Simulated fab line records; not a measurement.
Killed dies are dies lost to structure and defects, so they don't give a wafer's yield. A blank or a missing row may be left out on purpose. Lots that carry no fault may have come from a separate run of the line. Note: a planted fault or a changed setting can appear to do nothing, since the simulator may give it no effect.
fab line records + flow n5Finfet + part 2 of 2: steps 5 to 6 of 6
record:
- lots: 24
- wafers: 72
- lastDay: 20
route steps=1938 shown BEOL_M8@1377 BEOL_M9@1405
lots with no fault: from the same line, run without faults
startH: hours from the record's first day to the start of the lot's first wafer shown + waitH: hours elapsed since this lot's preceding step + " repeats the value in the row above + L1.1+2: a row that stands for several wafers + - value missing, or start not given + * or withheld: withheld + < > ~ a bound
route shown NAME@n: names a module that has steps shown in the file, with the first one's number in the route + usual: mean/standard deviation taken from wafers without a fault + same: alike in all rows + chamber/n: place in a boat + sites: readings site by site + _std_site: how widely they spread, as a standard deviation + _edge_site: mean of outer sites minus mean of inner sites + radiusMm: how far each site lies from the wafer's centre + mask NAME#n: copy n + behind: the tool/chamber that last shaped the wafer + hold: why the lot went on hold/how many hours it stayed there/how the hold came to an end + device: which transistor (n, p or np) failed to switch + end of line: tests run on the same wafers once the route is complete + a step without rows: its recipe alone + killed: count of dies lost to structure and defects at first sort (not the wafer's yield) + map: a wafer's dies, marking killed ones x, the rest . and places with no die _
set.NAME: the run value of the setting; set.NAME@STEP: its run value at that earlier step + model.NAME: the simulator's own value behind a step, which no gauge read
the route's steps for a sample of lots (tables are steps, rows are wafers)
services: when a tool's chamber went out of use (startH, in hours from the record's first day, below 0 if earlier), for how many hours, and the reason
== steps ==
step: N5_BEOL_M9_DESCUM_33
recipe:
- chemistry: O2
- timeS: 7
- sourcePowerW: 50
- biasPowerW: 20
- pressureMtorr: 20
- rfFrequencyHz: 2.712e+07
- tempC: 40
- resist: CAR-EUV
- o2FlowSccm: 225
usual:
- drypumpMotorCurrentA: 5.7/0.37
- oesProductAu: 0.82/0.09
- rfVppV: 242.5/1.3
- showerheadPlenumPTorr: 2.06/0.067
- throttleValvePct: 20.49/0.2
same:
- timeS: 7
| lot.wafer | tool       | chamber | startH | waitH | drypumpMotorCurrentA | oesProductAu | rfHoursCounterH | rfVppV | showerheadPlenumPTorr | throttleValvePct |
|-----------|------------|---------|--------|-------|----------------------|--------------|-----------------|--------|-----------------------|------------------|
| L076.3    | rieDiel-05 | 3       | 254.60 | 0.3   | 5.0                  | 0.84         | 63              | 242.2  | 2.02                  | 20.22            |
| L076.4    | "          | 1       | "      | "     | 5.9                  | 0.85         | 73              | 244.2  | 2.22                  | 20.75            |
| L076.5    | "          | 2       | "      | "     | 5.5                  | 0.75         | -               | 241.2  | 2.03                  | 20.68            |
| L078.1    | rieDiel-04 | 0       | 263.66 | 0.1   | 5.8                  | 0.69         | 246             | 242.6  | 2.05                  | 20.63            |
| L078.3    | "          | 1       | "      | "     | 5.7                  | 0.83         | 86              | 242.5  | 2.04                  | 20.60            |
| L078.5    | "          | 2       | "      | "     | 5.5                  | 0.75         | -               | 242.8  | 1.99                  | 20.19            |
| L074.2    | rieDiel-01 | 0       | 268.11 | 0.0   | 6.1                  | 0.93         | 13              | 244.9  | 2.13                  | 20.45            |
| L074.3    | "          | 1       | "      | "     | 6.1                  | 0.70         | 227             | 243.8  | 2.18                  | 20.59            |
| L074.4    | "          | 3       | "      | "     | 6.3                  | 0.86         | -               | 243.3  | 2.02                  | 20.26            |
| L077.3    | rieDiel-05 | 2       | 272.94 | 0.0   | 5.5                  | 0.74         | 169             | 240.3  | 2.02                  | 20.69            |
| L077.4    | "          | 0       | "      | "     | 4.7                  | 0.69         | -               | 243.7  | 2.16                  | 20.72            |
| L077.5    | "          | 1       | "      | "     | 5.9                  | 0.85         | -               | 245.8  | 2.22                  | 20.76            |
| L079.3    | rieDiel-04 | 3       | 277.14 | 0.0   | 5.8                  | 0.69         | 246             | 243.0  | 2.07                  | 20.87            |
| L079.4    | "          | 1       | "      | "     | 5.7                  | 0.82         | 90              | 243.3  | 2.04                  | 20.60            |
| L079.6    | "          | 0       | "      | "     | 5.8                  | 0.68         | -               | 243.9  | 2.05                  | 20.63            |
| L080.2    | rieDiel-01 | 3       | 277.35 | 0.0   | 6.4                  | 0.85         | 58              | 241.8  | 2.02                  | 20.26            |
| L080.4    | "          | 3       | "      | "     | 6.4                  | 0.85         | -               | 242.6  | 2.01                  | 20.25            |
| L080.6    | "          | 1       | "      | "     | 6.2                  | 0.69         | -               | 243.1  | 2.18                  | 20.60            |
| L075.1    | rieDiel-01 | 3       | 281.46 | 0.0   | 6.3                  | 0.85         | 60              | 240.2  | 2.01                  | 20.27            |
| L075.4    | "          | 2       | "      | "     | 5.1                  | 0.82         | 70              | 244.2  | 2.13                  | 20.33            |
| L075.5    | "          | 3       | "      | "     | 6.3                  | 0.85         | -               | 243.5  | 2.01                  | 20.26            |
| L081.2    | rieDiel-04 | 2       | 295.10 | 0.0   | 5.5                  | 0.73         | 167             | 242.2  | 1.98                  | 20.20            |
| L081.3    | "          | 1       | "      | "     | 5.7                  | 0.83         | 97              | 241.6  | 2.03                  | 20.62            |
| L081.5    | "          | 1       | "      | "     | 5.7                  | 0.82         | -               | 242.7  | 2.03                  | 20.60            |
| L083.1    | rieDiel-04 | 1       | 298.82 | 0.0   | 5.7                  | 0.82         | 98              | 242.3  | 2.03                  | 20.61            |
| L083.2    | "          | 2       | "      | "     | 5.5                  | 0.75         | 168             | 242.7  | 1.98                  | 20.21            |
| L083.6    | "          | 0       | "      | "     | 5.8                  | 0.98         | -               | 242.0  | 2.05                  | 20.27            |
| L082.1    | rieDiel-05 | 2       | 298.86 | 0.0   | 5.5                  | 0.73         | 176             | 241.2  | 2.02                  | 20.71            |
| L082.4    | "          | 3       | "      | "     | 5.0                  | 0.82         | 72              | 242.9  | 2.02                  | 20.25            |
| L082.6    | "          | 3       | "      | "     | 5.0                  | 0.82         | -               | 240.6  | 2.02                  | 20.24            |
| L086.2    | rieDiel-04 | 2       | 326.41 | 0.0   | 5.5                  | 0.73         | 179             | 241.9  | 1.98                  | 20.23            |
| L086.3    | "          | 0       | "      | "     | 5.8                  | 0.93         | 11              | 241.5  | 2.04                  | 20.30            |
| L086.4    | "          | 1       | "      | "     | 5.7                  | 0.80         | 109             | 241.3  | 2.03                  | 20.62            |
| L085.1    | rieDiel-04 | 3       | 334.29 | 0.0   | 5.8                  | 0.98         | 2               | 241.8  | 2.07                  | 20.54            |
| L085.3    | "          | 2       | "      | "     | 5.5                  | 0.73         | 180             | 240.0  | 1.98                  | 20.22            |
| L085.6    | "          | 3       | "      | "     | 5.8                  | 0.97         | -               | 243.0  | 2.07                  | 20.54            |
| L084.2    | rieDiel-05 | 1       | 334.33 | 0.0   | 5.9                  | 0.83         | 98              | 246.8  | 2.21                  | 20.78            |
| L084.4    | "          | 2       | "      | "     | 5.5                  | 0.74         | 186             | 241.9  | 2.02                  | 20.72            |
| L084.5    | "          | 2       | "      | "     | 5.5                  | 0.73         | -               | 243.1  | 2.02                  | 20.71            |
| L087.3    | rieDiel-04 | 1       | 336.30 | 0.0   | 5.7                  | 0.80         | 111             | 239.2  | 2.03                  | 20.63            |
| L087.4    | "          | 2       | "      | "     | 5.5                  | 0.73         | 181             | 241.9  | 1.98                  | 20.22            |
| L087.5    | "          | 0       | "      | "     | 5.8                  | 0.91         | -               | 242.7  | 2.04                  | 20.31            |
| L088.3    | rieDiel-01 | 2       | 348.82 | 0.0   | 5.1                  | 0.80         | 92              | 243.9  | 2.12                  | 20.36            |
| L088.5    | "          | 2       | "      | "     | 5.1                  | 0.79         | -               | 242.6  | 2.12                  | 20.35            |
| L088.6    | "          | 0       | "      | "     | 6.1                  | 0.86         | -               | 244.1  | 2.12                  | 20.48            |
| L089.1    | rieDiel-04 | 0       | 348.94 | 0.1   | 5.8                  | 0.90         | 19              | 241.4  | 2.04                  | 20.33            |
| L089.3    | "          | 2       | "      | "     | 5.5                  | 0.73         | 185             | 240.8  | 1.98                  | 20.24            |
| L089.4    | "          | 1       | "      | "     | 5.7                  | 0.80         | 115             | 241.2  | 2.03                  | 20.64            |
| L091.3    | rieDiel-04 | 1       | 352.98 | 0.0   | 5.7                  | 0.79         | 117             | 241.4  | 2.03                  | 20.64            |
| L091.4    | "          | 0       | "      | "     | 5.8                  | 0.91         | 20              | 241.8  | 2.04                  | 20.33            |
| L091.5    | "          | 2       | "      | "     | 5.5                  | 0.72         | -               | 240.9  | 1.98                  | 20.22            |
| L094.2    | rieDiel-04 | 3       | 359.75 | 0.0   | 5.8                  | 0.96         | 10              | 241.4  | 2.07                  | 20.56            |
| L094.3    | "          | 1       | "      | "     | 5.7                  | 0.80         | 119             | 242.7  | 2.03                  | 20.64            |
| L094.6    | "          | 3       | "      | "     | 5.8                  | 0.95         | -               | 243.9  | 2.07                  | 20.57            |
| L090.1    | rieDiel-05 | 2       | 361.99 | 0.0   | 5.5                  | 0.73         | 194             | 242.3  | 2.01                  | 20.73            |
| L090.2    | "          | 3       | "      | "     | 5.0                  | 0.80         | 90              | 244.0  | 2.01                  | 20.26            |
| L090.6    | "          | 2       | "      | "     | 5.5                  | 0.72         | -               | 241.9  | 2.01                  | 20.74            |
| L092.1    | rieDiel-04 | 1       | 369.23 | 0.0   | 5.7                  | 0.79         | 121             | 241.5  | 2.03                  | 20.65            |
| L092.3    | "          | 3       | "      | "     | 5.8                  | 0.94         | 13              | 241.6  | 2.06                  | 20.60            |
| L092.6    | "          | 0       | "      | "     | 5.8                  | 0.89         | -               | 242.2  | 2.04                  | 20.33            |
| L093.3    | rieDiel-01 | 2       | 371.77 | 0.0   | 5.1                  | 0.79         | 100             | 243.2  | 2.12                  | 20.36            |
| L093.5    | "          | 1       | "      | "     | 6.1                  | 0.99         | -               | 242.5  | 2.17                  | 20.24            |
| L093.6    | "          | 2       | "      | "     | 5.1                  | 0.79         | -               | 244.3  | 2.12                  | 20.37            |
| L096.1    | rieDiel-04 | 2       | 395.09 | 0.0   | 5.5                  | 0.72         | 198             | 240.3  | 1.97                  | 20.25            |
| L096.2    | "          | 0       | "      | "     | 5.9                  | 0.88         | 33              | 241.4  | 2.03                  | 20.34            |
| L096.4    | "          | 3       | "      | "     | 5.8                  | 0.92         | 21              | 242.8  | 2.06                  | 20.58            |
| L095.1    | rieDiel-04 | 0       | 398.11 | 0.0   | 5.8                  | 0.88         | 33              | 241.3  | 2.03                  | 20.34            |
| L095.2    | "          | 1       | "      | "     | 5.7                  | 0.79         | 129             | 241.7  | 2.02                  | 20.66            |
| L095.3    | "          | 2       | "      | "     | 5.5                  | 0.72         | 198             | 240.3  | 1.97                  | 20.24            |
| L097.3    | rieDiel-04 | 1       | 422.94 | 0.0   | 5.8                  | 0.78         | 139             | 242.7  | 2.02                  | 20.67            |
| L097.5    | "          | 1       | "      | "     | 5.8                  | 0.78         | -               | 241.9  | 2.02                  | 20.68            |
| L097.6    | "          | 3       | "      | "     | 5.8                  | 0.90         | -               | 242.9  | 2.06                  | 20.60            |
step: N5_BEOL_M9_ETCH_65
recipe:
- chemistry: CF4
- target: SiARC
- targetDepthA: 156
- maskMaterial: CAR-EUV
- timeS: 26
- ionEnergyEv: 80
- pressureMtorr: 40
- sourceW: 545
- biasW: 36
- Ar_flow_sccm: 100
- cf4FlowSccm: 100
- ends: cleared
usual:
- drypumpMotorCurrentA: 5.7/0.37
- etchRfOnTimeS: 25.7/0.58
- oesProductAu: 0.70/0.076
- rfVppV: 183.8/1
- showerheadPlenumPTorr: 2.12/0.059
- throttleValvePct: 15.67/0.14
| lot.wafer | tool       | chamber | startH | waitH | drypumpMotorCurrentA | etchRfOnTimeS | oesProductAu | rfHoursCounterH | rfVppV | showerheadPlenumPTorr | throttleValvePct |
|-----------|------------|---------|--------|-------|----------------------|---------------|--------------|-----------------|--------|-----------------------|------------------|
| L076.3    | rieDiel-05 | 3       | 254.65 | 0.0   | 4.9                  | 25.6          | 0.71         | 63              | 183.4  | 2.09                  | 15.50            |
| L076.4    | "          | 1       | "      | "     | 5.9                  | 25.7          | 0.72         | 73              | 185.6  | 2.26                  | 15.78            |
| L076.5    | "          | 2       | "      | "     | 5.5                  | 25.6          | 0.65         | -               | 182.3  | 2.06                  | 15.71            |
| L078.1    | rieDiel-04 | 0       | 263.71 | 0.0   | 5.8                  | 26.1          | 0.59         | 246             | 184.3  | 2.12                  | 15.97            |
| L078.3    | "          | 1       | "      | "     | 5.8                  | 26.0          | 0.70         | 86              | 183.4  | 2.08                  | 15.61            |
| L078.5    | "          | 2       | "      | "     | 5.5                  | 26.1          | 0.64         | -               | 183.8  | 2.06                  | 15.56            |
| L074.2    | rieDiel-01 | 0       | 268.16 | 0.0   | 6.1                  | 25.4          | 0.78         | 13              | 183.6  | 2.20                  | 15.70            |
| L074.3    | "          | 1       | "      | "     | 6.1                  | 24.6          | 0.61         | 227             | 185.0  | 2.19                  | 15.61            |
| L074.4    | "          | 3       | "      | "     | 6.3                  | 26.8          | 0.73         | -               | 183.6  | 2.10                  | 15.65            |
| L077.3    | rieDiel-05 | 2       | 273.00 | 0.0   | 5.5                  | 25.1          | 0.64         | 169             | 182.3  | 2.06                  | 15.72            |
| L077.4    | "          | 0       | "      | "     | 4.7                  | 25.8          | 0.60         | -               | 184.6  | 2.20                  | 15.87            |
| L077.5    | "          | 1       | "      | "     | 5.9                  | 25.5          | 0.72         | -               | 186.5  | 2.25                  | 15.80            |
| L079.3    | rieDiel-04 | 3       | 277.20 | 0.0   | 5.8                  | 25.6          | 0.60         | 246             | 184.0  | 2.13                  | 16.14            |
| L079.4    | "          | 1       | "      | "     | 5.8                  | 25.6          | 0.70         | 90              | 184.1  | 2.07                  | 15.61            |
| L079.6    | "          | 0       | "      | "     | 5.8                  | 25.7          | 0.59         | -               | 184.0  | 2.11                  | 15.99            |
| L080.2    | rieDiel-01 | 3       | 277.40 | 0.0   | 6.3                  | 26.4          | 0.73         | 58              | 184.2  | 2.10                  | 15.66            |
| L080.4    | "          | 3       | "      | "     | 6.4                  | 26.4          | 0.72         | -               | 184.2  | 2.10                  | 15.64            |
| L080.6    | "          | 1       | "      | "     | 6.1                  | 24.4          | 0.60         | -               | 185.2  | 2.19                  | 15.63            |
| L075.1    | rieDiel-01 | 3       | 281.51 | 0.0   | 6.3                  | 26.4          | 0.72         | 60              | 184.2  | 2.10                  | 15.65            |
| L075.4    | "          | 2       | "      | "     | 5.1                  | 25.2          | 0.71         | 70              | 184.9  | 2.18                  | 15.51            |
| L075.5    | "          | 3       | "      | "     | 6.3                  | 26.2          | 0.72         | -               | 183.1  | 2.10                  | 15.66            |
| L081.2    | rieDiel-04 | 2       | 295.15 | 0.0   | 5.5                  | 25.6          | 0.64         | 167             | 183.5  | 2.06                  | 15.57            |
| L081.3    | "          | 1       | "      | "     | 5.7                  | 26.1          | 0.69         | 97              | 182.4  | 2.07                  | 15.62            |
| L081.5    | "          | 1       | "      | "     | 5.8                  | 25.9          | 0.70         | -               | 183.4  | 2.07                  | 15.62            |
| L083.1    | rieDiel-04 | 1       | 298.87 | 0.0   | 5.7                  | 26.0          | 0.69         | 98              | 183.6  | 2.07                  | 15.63            |
| L083.2    | "          | 2       | "      | "     | 5.5                  | 25.7          | 0.64         | 168             | 183.8  | 2.05                  | 15.57            |
| L083.6    | "          | 0       | "      | "     | 5.8                  | 26.2          | 0.84         | -               | 184.7  | 2.11                  | 15.51            |
| L082.1    | rieDiel-05 | 2       | 298.91 | 0.0   | 5.5                  | 25.2          | 0.64         | 176             | 182.4  | 2.06                  | 15.74            |
| L082.4    | "          | 3       | "      | "     | 5.0                  | 25.3          | 0.71         | 72              | 183.4  | 2.09                  | 15.51            |
| L082.6    | "          | 3       | "      | "     | 5.0                  | 25.0          | 0.72         | -               | 183.3  | 2.09                  | 15.51            |
| L086.2    | rieDiel-04 | 2       | 326.46 | 0.0   | 5.5                  | 26.1          | 0.62         | 179             | 182.5  | 2.05                  | 15.60            |
| L086.3    | "          | 0       | "      | "     | 5.8                  | 26.4          | 0.79         | 11              | 183.1  | 2.11                  | 15.52            |
| L086.4    | "          | 1       | "      | "     | 5.7                  | 26.0          | 0.68         | 109             | 182.6  | 2.07                  | 15.63            |
| L085.1    | rieDiel-04 | 3       | 334.34 | 0.0   | 5.9                  | 25.0          | 0.86         | 2               | 182.3  | 2.12                  | 15.67            |
| L085.3    | "          | 2       | "      | "     | 5.5                  | 26.0          | 0.63         | 180             | 183.0  | 2.05                  | 15.60            |
| L085.6    | "          | 3       | "      | "     | 5.8                  | 25.2          | 0.86         | -               | 183.8  | 2.12                  | 15.66            |
| L084.2    | rieDiel-05 | 1       | 334.38 | 0.0   | 5.9                  | 25.3          | 0.71         | 98              | 185.3  | 2.25                  | 15.85            |
| L084.4    | "          | 2       | "      | "     | 5.5                  | 25.3          | 0.63         | 186             | 183.6  | 2.06                  | 15.74            |
| L084.5    | "          | 2       | "      | "     | 5.5                  | 25.3          | 0.63         | -               | 183.7  | 2.06                  | 15.76            |
| L087.3    | rieDiel-04 | 1       | 336.35 | 0.0   | 5.7                  | 26.4          | 0.67         | 111             | 183.7  | 2.07                  | 15.65            |
| L087.4    | "          | 2       | "      | "     | 5.5                  | 26.3          | 0.62         | 181             | 182.9  | 2.05                  | 15.60            |
| L087.5    | "          | 0       | "      | "     | 5.8                  | 26.5          | 0.78         | -               | 184.1  | 2.11                  | 15.53            |
| L088.3    | rieDiel-01 | 2       | 348.87 | 0.0   | 5.1                  | 25.6          | 0.69         | 92              | 184.5  | 2.17                  | 15.53            |
| L088.5    | "          | 2       | "      | "     | 5.1                  | 25.4          | 0.69         | -               | 185.2  | 2.17                  | 15.53            |
| L088.6    | "          | 0       | "      | "     | 6.1                  | 25.7          | 0.74         | -               | 184.4  | 2.19                  | 15.74            |
| L089.1    | rieDiel-04 | 0       | 348.99 | 0.0   | 5.8                  | 26.4          | 0.77         | 19              | 183.2  | 2.11                  | 15.53            |
| L089.3    | "          | 2       | "      | "     | 5.5                  | 26.2          | 0.62         | 185             | 183.4  | 2.05                  | 15.61            |
| L089.4    | "          | 1       | "      | "     | 5.7                  | 26.4          | 0.68         | 115             | 182.3  | 2.07                  | 15.65            |
| L091.3    | rieDiel-04 | 1       | 353.03 | 0.0   | 5.8                  | 26.1          | 0.67         | 117             | 183.7  | 2.07                  | 15.66            |
| L091.4    | "          | 0       | "      | "     | 5.8                  | 26.4          | 0.77         | 20              | 184.0  | 2.11                  | 15.53            |
| L091.5    | "          | 2       | "      | "     | 5.5                  | 25.9          | 0.62         | -               | 182.6  | 2.05                  | 15.62            |
| L094.2    | rieDiel-04 | 3       | 359.80 | 0.0   | 5.9                  | 24.8          | 0.83         | 10              | 183.1  | 2.12                  | 15.68            |
| L094.3    | "          | 1       | "      | "     | 5.7                  | 26.1          | 0.67         | 119             | 182.3  | 2.06                  | 15.65            |
| L094.6    | "          | 3       | "      | "     | 5.8                  | 24.6          | 0.83         | -               | 185.4  | 2.12                  | 15.68            |
| L090.1    | rieDiel-05 | 2       | 362.04 | 0.0   | 5.5                  | 25.3          | 0.63         | 194             | 182.8  | 2.05                  | 15.79            |
| L090.2    | "          | 3       | "      | "     | 5.0                  | 25.7          | 0.70         | 90              | 182.2  | 2.08                  | 15.57            |
| L090.6    | "          | 2       | "      | "     | 5.5                  | 25.2          | 0.62         | -               | 185.0  | 2.05                  | 15.77            |
| L092.1    | rieDiel-04 | 1       | 369.28 | 0.0   | 5.8                  | 26.0          | 0.67         | 121             | 185.0  | 2.06                  | 15.68            |
| L092.3    | "          | 3       | "      | "     | 5.8                  | 24.8          | 0.81         | 13              | 183.8  | 2.12                  | 15.69            |
| L092.6    | "          | 0       | "      | "     | 5.8                  | 26.3          | 0.76         | -               | 183.5  | 2.10                  | 15.54            |
| L093.3    | rieDiel-01 | 2       | 371.82 | 0.0   | 5.1                  | 25.5          | 0.68         | 100             | 184.2  | 2.17                  | 15.55            |
| L093.5    | "          | 1       | "      | "     | 6.1                  | 24.2          | 0.85         | -               | 184.6  | 2.18                  | 15.15            |
| L093.6    | "          | 2       | "      | "     | 5.1                  | 25.4          | 0.68         | -               | 185.6  | 2.17                  | 15.56            |
| L096.1    | rieDiel-04 | 2       | 395.14 | 0.0   | 5.5                  | 25.7          | 0.62         | 198             | 182.3  | 2.04                  | 15.64            |
| L096.2    | "          | 0       | "      | "     | 5.9                  | 26.3          | 0.75         | 33              | 181.0  | 2.10                  | 15.54            |
| L096.4    | "          | 3       | "      | "     | 5.9                  | 24.6          | 0.80         | 21              | 184.1  | 2.12                  | 15.68            |
| L095.1    | rieDiel-04 | 0       | 398.16 | 0.0   | 5.9                  | 26.4          | 0.74         | 33              | 184.6  | 2.10                  | 15.57            |
| L095.2    | "          | 1       | "      | "     | 5.7                  | 26.1          | 0.67         | 129             | 184.2  | 2.06                  | 15.68            |
| L095.3    | "          | 2       | "      | "     | 5.5                  | 26.1          | 0.62         | 198             | 183.4  | 2.04                  | 15.63            |
| L097.3    | rieDiel-04 | 1       | 422.99 | 0.0   | 5.8                  | 25.9          | 0.66         | 139             | 183.8  | 2.06                  | 15.70            |
| L097.5    | "          | 1       | "      | "     | 5.7                  | 26.1          | 0.66         | -               | 182.5  | 2.06                  | 15.70            |
| L097.6    | "          | 3       | "      | "     | 5.8                  | 24.6          | 0.78         | -               | 184.1  | 2.11                  | 15.71            |
== services ==
| tool          | chamber | startH | hours | kind   |
|---------------|---------|--------|-------|--------|
| rieDiel-05    | -       | 223.92 | 0.2   | repair |
| rieDiel-03    | 2       | 232.24 | 9.5   | repair |
| rieDiel-06    | -       | 234.94 | 0.5   | repair |
| pecvd-01      | -       | 236.93 | 14.6  | pm     |
| rieDiel-01    | -       | 240.37 | 5.9   | repair |
| pecvd-02      | 0       | 241.45 | 3.9   | repair |
| rieDiel-03    | 3       | 245.80 | 5.4   | repair |
| rieDiel-01    | 2       | 252.91 | 26.0  | repair |
| rieDiel-01    | -       | 253.32 | 6.4   | repair |
| pecvd-01      | -       | 266.95 | 2.8   | pm     |
| rieDiel-04    | 0       | 277.96 | -     | clean  |
| pecvd-01      | 1       | 278.52 | 4.2   | repair |
| pecvd-01      | 2       | 284.94 | 19.7  | repair |
| rieDiel-01    | 0       | 301.70 | 3.2   | repair |
| rieDiel-02    | -       | 336.28 | 0.6   | repair |
| pecvd-02      | 0       | 355.07 | 39.7  | repair |
| pvdSputter-01 | -       | 376.86 | 2.8   | repair |
| rieDiel-01    | 0       | 378.42 | 9.6   | repair |
| rieDiel-05    | 3       | 378.97 | 14.3  | repair |
| rieDiel-05    | 0       | 379.15 | 1.6   | repair |
| rieDiel-06    | 0       | 391.80 | 48.8  | repair |
| rieDiel-04    | 0       | 399.11 | 26.0  | repair |
| rieDiel-04    | 2       | 402.36 | 8.4   | repair |
| rieDiel-06    | 1       | 404.37 | 14.4  | repair |
